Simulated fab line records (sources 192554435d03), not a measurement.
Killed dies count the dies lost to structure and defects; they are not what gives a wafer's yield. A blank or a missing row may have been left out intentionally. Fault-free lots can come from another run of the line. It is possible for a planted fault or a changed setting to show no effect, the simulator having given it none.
A single fault, viewed from 2 desks	flow n5 finfet	only its own numbers are on each desk; what lay behind them is given at the end
Where a reading is given only as a bound, like >300, the bound stands for it, and a mean or a difference that rests on one is marked > or <: the true number lies beyond.

FROM THE METROLOGY DESK
Lot by lot, what the gauges showed, no matter which tool ran the lot: averages of those sampled wafers that carry a number. A lot is out of limits, marked OUT, if its mean lies more than 4 standard deviations from the usual mean; the brackets give that distance. 7 of its 11 readings are shown, namely those furthest out on some lot.
Columns: A = cd nm at N5_WELL_APT_CD_MEAS_25, usual 199.6 nm; B = DIBL_N at N5_BEOL_M4_RC_MEAS_101, usual 36.5 mV/V; C = DIBL_P at N5_BEOL_M4_RC_MEAS_101, usual 36.5 mV/V; D = IOFF_P at N5_BEOL_M4_RC_MEAS_101, usual 0.219 nA/um; E = ION_P at N5_BEOL_M4_RC_MEAS_101, usual 464 uA/um; F = SS_N at N5_BEOL_M4_RC_MEAS_101, usual 71.5 mV/dec; G = VT_P at N5_BEOL_M4_RC_MEAS_101, usual -250 mV
lot	first seen here	A	B	C	D	E	F	G
L588	day 1 14:46	198.0	36.9	36.6	0.203	462	71.5	-249
L593	day 2 21:35	199.1	36.4	35.3	0.195	461	71.5	-254
L594	day 3 02:47	198.9	34.3	34.3	0.179	463	71.6	-251
L599	day 4 08:44	199.2	36.6	37.5	0.260	469	71.1	-246
L601	day 4 21:48	200.6	35.6	36.9	0.262	471	72.3	-245
L603	day 5 08:55	198.7	38.4	36.7	0.212	456	71.9	-253
L606	day 6 02:50	200.4	38.5	39.4	0.239	466	71.7	-248
L609	day 6 20:43	199.7	35.5	36.7	0.191	463	71.4	-254
L610	day 7 02:40	197.8	34.7	36.4	0.210	468	71.5	-249
Finding of this desk: none of the 9 lots has anything out of limits.

THE DEFECT DESK
What the inspections along the route counted, lot by lot: means of the sampled wafers that have a number. A lot is out of limits, marked OUT, if its mean lies more than 4 standard deviations from the usual mean; the brackets give that distance.
Columns: A = raw defect count at N5_START_INSPECT_01, usual 5.9; B = raw defect count at N5_ZERO_LAYER_INSPECT_20, usual 35; C = raw defect count at N5_WELL_APT_INSPECT_10, usual 2.1; D = raw defect count at N5_WELL_APT_INSPECT_38, usual 14
lot	first seen here	A	B	C	D
L588	day 1 12:07	8.3	21	1.7	20
L593	day 2 18:02	7.3	33	2.0	17
L594	day 3 00:02	7.0	39	2.0	11
L599	day 4 06:02	4.3	989 (+64) OUT	>300 (+99 or more) OUT	969 (+99 or more) OUT
L601	day 4 18:02	6.7	971 (+62) OUT	>300 (+99 or more) OUT	931 (+99 or more) OUT
L603	day 5 06:02	5.7	998 (+64) OUT	>300 (+99 or more) OUT	971 (+99 or more) OUT
L606	day 6 00:02	6.3	39	1.7	14
L609	day 6 18:02	8.0	29	4.0	14
L610	day 7 00:02	5.3	51	2.0	20
This desk's verdict: out of limits on L599, L601, L603, starting with L599 at day 4 07:17 (raw defect count at N5_ZERO_LAYER_INSPECT_20). L588, L593, L594, L606, L609, L610: within limits.

ALL TOGETHER
The defect desk could have raised an alarm at day 4 07:17, on L599, L601, L603.
The metrology desk saw nothing out of limits.
The metrology desk holds a record of L599, L601, L603, inside its limits.
N5_ZERO_LAYER_STRIP_19 was run on wet bench-02 by each of the lots named.

WHAT THE SIMULATOR PUT IN
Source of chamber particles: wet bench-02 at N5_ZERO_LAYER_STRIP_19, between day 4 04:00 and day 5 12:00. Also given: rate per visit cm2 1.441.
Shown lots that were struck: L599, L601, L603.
Hours from the fault's start to each desk's first reading out of limits: the defect desk, 3.
